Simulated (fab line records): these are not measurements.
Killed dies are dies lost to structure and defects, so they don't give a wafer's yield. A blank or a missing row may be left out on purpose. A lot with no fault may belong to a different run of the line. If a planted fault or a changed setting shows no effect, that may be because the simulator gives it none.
Lot-split experiment :: flow n5Finfet :: route with 1938 steps; 7 lots, 39 wafers read

== THE SPLIT ITSELF ==
At N5_BEOL_M4_DESCUM_16 (chemistry O2, time 7 s), the setting timeS was moved away from the recipe's 7 s on 15 of the 39 wafers read, by -58.8% to -16.4%. This setting was run at the recipe's value on the other wafers.

Between the split and the reading, the file records no step.

== THE READING ==
CAR-EUV_of_BEOL_M4_COAT_05.thkNm (the simulator's own value, which no gauge read), in nm, at N5_BEOL_M4_ETCH_74 (etches underlayer in N2/H2, target depth 6.5 nm, time 5.2 s). The file does not state a usual value for it. Here, 24 wafers ran the recipe; their average is 20.4 nm with a standard deviation of 0.094 nm.

wafer: L074.1
tool, chamber at the split: rieDiel-04, 0
timeS as run, s: 7
against the recipe: recipe
CAR-EUV_of_BEOL_M4_COAT_05.thkNm, nm: 20.4
against lot-mates on the recipe: -

wafer: L074.6
tool, chamber at the split: rieDiel-04, 0
timeS as run, s: 7
against the recipe: recipe
CAR-EUV_of_BEOL_M4_COAT_05.thkNm, nm: 20.4
against lot-mates on the recipe: -

wafer: L074.2
tool, chamber at the split: rieDiel-04, 2
timeS as run, s: 7
against the recipe: recipe
CAR-EUV_of_BEOL_M4_COAT_05.thkNm, nm: 20.6
against lot-mates on the recipe: -

wafer: L074.3
tool, chamber at the split: rieDiel-04, 3,1,3
timeS as run, s: 4.187
against the recipe: -40.2%
CAR-EUV_of_BEOL_M4_COAT_05.thkNm, nm: 21.8
against lot-mates on the recipe: +1.3

wafer: L074.4
tool, chamber at the split: rieDiel-04, 3,1,3
timeS as run, s: 4.187
against the recipe: -40.2%
CAR-EUV_of_BEOL_M4_COAT_05.thkNm, nm: 21.8
against lot-mates on the recipe: +1.3

wafer: L074.5
tool, chamber at the split: rieDiel-04, 3,1,3
timeS as run, s: 4.187
against the recipe: -40.2%
CAR-EUV_of_BEOL_M4_COAT_05.thkNm, nm: 21.8
against lot-mates on the recipe: +1.3

wafer: L076.1
tool, chamber at the split: rieDiel-04, 1,3,2
timeS as run, s: 5.855
against the recipe: -16.4%
CAR-EUV_of_BEOL_M4_COAT_05.thkNm, nm: 20.8
against lot-mates on the recipe: +0.6

wafer: L076.6
tool, chamber at the split: rieDiel-04, 1,3,2
timeS as run, s: 5.855
against the recipe: -16.4%
CAR-EUV_of_BEOL_M4_COAT_05.thkNm, nm: 20.8
against lot-mates on the recipe: +0.6

wafer: L076.2
tool, chamber at the split: rieDiel-04, 2,0,3
timeS as run, s: 7
against the recipe: recipe
CAR-EUV_of_BEOL_M4_COAT_05.thkNm, nm: 20.2
against lot-mates on the recipe: -

wafer: L076.4
tool, chamber at the split: rieDiel-04, 2,0,3
timeS as run, s: 7
against the recipe: recipe
CAR-EUV_of_BEOL_M4_COAT_05.thkNm, nm: 20.2
against lot-mates on the recipe: -

wafer: L076.5
tool, chamber at the split: rieDiel-04, 2,0,3
timeS as run, s: 7
against the recipe: recipe
CAR-EUV_of_BEOL_M4_COAT_05.thkNm, nm: 20.2
against lot-mates on the recipe: -

wafer: L076.3
tool, chamber at the split: rieDiel-04, 1,3,2
timeS as run, s: 5.855
against the recipe: -16.4%
CAR-EUV_of_BEOL_M4_COAT_05.thkNm, nm: 20.6
against lot-mates on the recipe: +0.4

wafer: L083.1
tool, chamber at the split: rieDiel-03, 2,3,0
timeS as run, s: 3.901
against the recipe: -44.3%
CAR-EUV_of_BEOL_M4_COAT_05.thkNm, nm: 22
against lot-mates on the recipe: +1.6

wafer: L083.2
tool, chamber at the split: rieDiel-03, 2,3,0
timeS as run, s: 3.901
against the recipe: -44.3%
CAR-EUV_of_BEOL_M4_COAT_05.thkNm, nm: 21.8
against lot-mates on the recipe: +1.4

wafer: L083.6
tool, chamber at the split: rieDiel-03, 2,3,0
timeS as run, s: 3.901
against the recipe: -44.3%
CAR-EUV_of_BEOL_M4_COAT_05.thkNm, nm: 21.8
against lot-mates on the recipe: +1.4

wafer: L083.3
tool, chamber at the split: rieDiel-03, 0,1,1
timeS as run, s: 7
against the recipe: recipe
CAR-EUV_of_BEOL_M4_COAT_05.thkNm, nm: 20.4
against lot-mates on the recipe: -

wafer: L083.4
tool, chamber at the split: rieDiel-03, 0,1,1
timeS as run, s: 7
against the recipe: recipe
CAR-EUV_of_BEOL_M4_COAT_05.thkNm, nm: 20.4
against lot-mates on the recipe: -

wafer: L083.5
tool, chamber at the split: rieDiel-03, 0,1,1
timeS as run, s: 7
against the recipe: recipe
CAR-EUV_of_BEOL_M4_COAT_05.thkNm, nm: 20.4
against lot-mates on the recipe: -

wafer: L087.1
tool, chamber at the split: rieDiel-03, 0,1,2
timeS as run, s: 7
against the recipe: recipe
CAR-EUV_of_BEOL_M4_COAT_05.thkNm, nm: 20.4
against lot-mates on the recipe: -

wafer: L087.5
tool, chamber at the split: rieDiel-03, 0,1,2
timeS as run, s: 7
against the recipe: recipe
CAR-EUV_of_BEOL_M4_COAT_05.thkNm, nm: 20.4
against lot-mates on the recipe: -

wafer: L087.6
tool, chamber at the split: rieDiel-03, 0,1,2
timeS as run, s: 7
against the recipe: recipe
CAR-EUV_of_BEOL_M4_COAT_05.thkNm, nm: 20.4
against lot-mates on the recipe: -

wafer: L087.2
tool, chamber at the split: rieDiel-03, 1,2,3
timeS as run, s: 2.886
against the recipe: -58.8%
CAR-EUV_of_BEOL_M4_COAT_05.thkNm, nm: 22.6
against lot-mates on the recipe: +2.2

wafer: L087.3
tool, chamber at the split: rieDiel-03, 1,2,3
timeS as run, s: 2.886
against the recipe: -58.8%
CAR-EUV_of_BEOL_M4_COAT_05.thkNm, nm: 22.6
against lot-mates on the recipe: +2.2

wafer: L087.4
tool, chamber at the split: rieDiel-03, 1,2,3
timeS as run, s: 2.886
against the recipe: -58.8%
CAR-EUV_of_BEOL_M4_COAT_05.thkNm, nm: 22.6
against lot-mates on the recipe: +2.2

wafer: L088.1
tool, chamber at the split: rieDiel-03, 3,0,2
timeS as run, s: 7
against the recipe: recipe
CAR-EUV_of_BEOL_M4_COAT_05.thkNm, nm: 20.4
against lot-mates on the recipe: -

wafer: L088.4
tool, chamber at the split: rieDiel-03, 3,0,2
timeS as run, s: 7
against the recipe: recipe
CAR-EUV_of_BEOL_M4_COAT_05.thkNm, nm: 20.4
against lot-mates on the recipe: -

wafer: L088.6
tool, chamber at the split: rieDiel-03, 3,0,2
timeS as run, s: 7
against the recipe: recipe
CAR-EUV_of_BEOL_M4_COAT_05.thkNm, nm: 20.4
against lot-mates on the recipe: -

wafer: L093.1
tool, chamber at the split: rieDiel-05, 3,2,0,2,3
timeS as run, s: 7
against the recipe: recipe
CAR-EUV_of_BEOL_M4_COAT_05.thkNm, nm: 20.4
against lot-mates on the recipe: -

wafer: L093.2
tool, chamber at the split: rieDiel-05, 3,2,0,2,3
timeS as run, s: 7
against the recipe: recipe
CAR-EUV_of_BEOL_M4_COAT_05.thkNm, nm: 20.4
against lot-mates on the recipe: -

wafer: L093.4
tool, chamber at the split: rieDiel-05, 1
timeS as run, s: 7
against the recipe: recipe
CAR-EUV_of_BEOL_M4_COAT_05.thkNm, nm: 20.4
against lot-mates on the recipe: -

wafer: L093.5
tool, chamber at the split: rieDiel-05, 3,2,0,2,3
timeS as run, s: 7
against the recipe: recipe
CAR-EUV_of_BEOL_M4_COAT_05.thkNm, nm: 20.4
against lot-mates on the recipe: -

wafer: L093.3
tool, chamber at the split: rieDiel-05, 3,2,0,2,3
timeS as run, s: 7
against the recipe: recipe
CAR-EUV_of_BEOL_M4_COAT_05.thkNm, nm: 20.2
against lot-mates on the recipe: -

wafer: L093.6
tool, chamber at the split: rieDiel-05, 3,2,0,2,3
timeS as run, s: 7
against the recipe: recipe
CAR-EUV_of_BEOL_M4_COAT_05.thkNm, nm: 20.2
against lot-mates on the recipe: -

wafer: L097.1
tool, chamber at the split: rieDiel-03, 0,2,3
timeS as run, s: 7
against the recipe: recipe
CAR-EUV_of_BEOL_M4_COAT_05.thkNm, nm: 20.4
against lot-mates on the recipe: -

wafer: L097.3
tool, chamber at the split: rieDiel-03, 0,2,3
timeS as run, s: 7
against the recipe: recipe
CAR-EUV_of_BEOL_M4_COAT_05.thkNm, nm: 20.4
against lot-mates on the recipe: -

wafer: L097.4
tool, chamber at the split: rieDiel-03, 0,2,3
timeS as run, s: 7
against the recipe: recipe
CAR-EUV_of_BEOL_M4_COAT_05.thkNm, nm: 20.4
against lot-mates on the recipe: -

wafer: L097.2
tool, chamber at the split: rieDiel-03, 1,3,0
timeS as run, s: 2.884
against the recipe: -58.8%
CAR-EUV_of_BEOL_M4_COAT_05.thkNm, nm: 22.4
against lot-mates on the recipe: +2.0

wafer: L097.6
tool, chamber at the split: rieDiel-03, 1,3,0
timeS as run, s: 2.884
against the recipe: -58.8%
CAR-EUV_of_BEOL_M4_COAT_05.thkNm, nm: 22.4
against lot-mates on the recipe: +2.0

wafer: L097.5
tool, chamber at the split: rieDiel-03, 1,3,0
timeS as run, s: 2.884
against the recipe: -58.8%
CAR-EUV_of_BEOL_M4_COAT_05.thkNm, nm: 22.6
against lot-mates on the recipe: +2.2
Rows listing several chambers each stand for several wafers; the file does not say which wafer went through which chamber.

FIT RESULTS
A straight line over all 39 wafers: CAR-EUV_of_BEOL_M4_COAT_05.thkNm changes by -0.0362 nm for each +1% of timeS; r = -0.99; the points scatter about the line by 0.12 nm.
The same after taking each lot's own level away (the mean of its wafers on the recipe; 39 wafers): -0.0353 nm for each +1%; r = -1.00; scatter 0.084 nm.
That fit puts the effect of the largest move of timeS on the reading at 2.1 nm.
Across the lots, their own levels run from 20.20 to 20.47 nm, a range of 2.8 times the standard deviation given above.
So the lot-to-lot level changes the slope little: the two slopes agree.
Check: with one of the wafers moved furthest among these (-58.8%) left out of the fit, the line predicts +2.08 nm for it against its lot-mates. It came out at +2 nm against them.

== THE WHOLE CHAIN: every reading that the file lists as answering this split, in the file's order ==
step: N5_BEOL_M4_DESCUM_16
what it does: chemistry O2, time 7 s
reading: CAR-EUV_of_BEOL_M4_COAT_05.thkNm (the simulator's own value, which no gauge read)
change (the file's fit): -0.0343 nm for each +1% of the setting
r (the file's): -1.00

step: N5_BEOL_M4_ETCH_74
what it does: etches underlayer in N2/H2, target depth 6.5 nm, time 5.2 s
reading: CAR-EUV_of_BEOL_M4_COAT_05.thkNm (the simulator's own value, which no gauge read)
change (the file's fit): -0.0352 nm for each +1% of the setting
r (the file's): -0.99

== THE FILE'S OWN FIT ==
CAR-EUV_of_BEOL_M4_COAT_05.thkNm changes by -0.0352 nm for each +1% of timeS, r = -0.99.
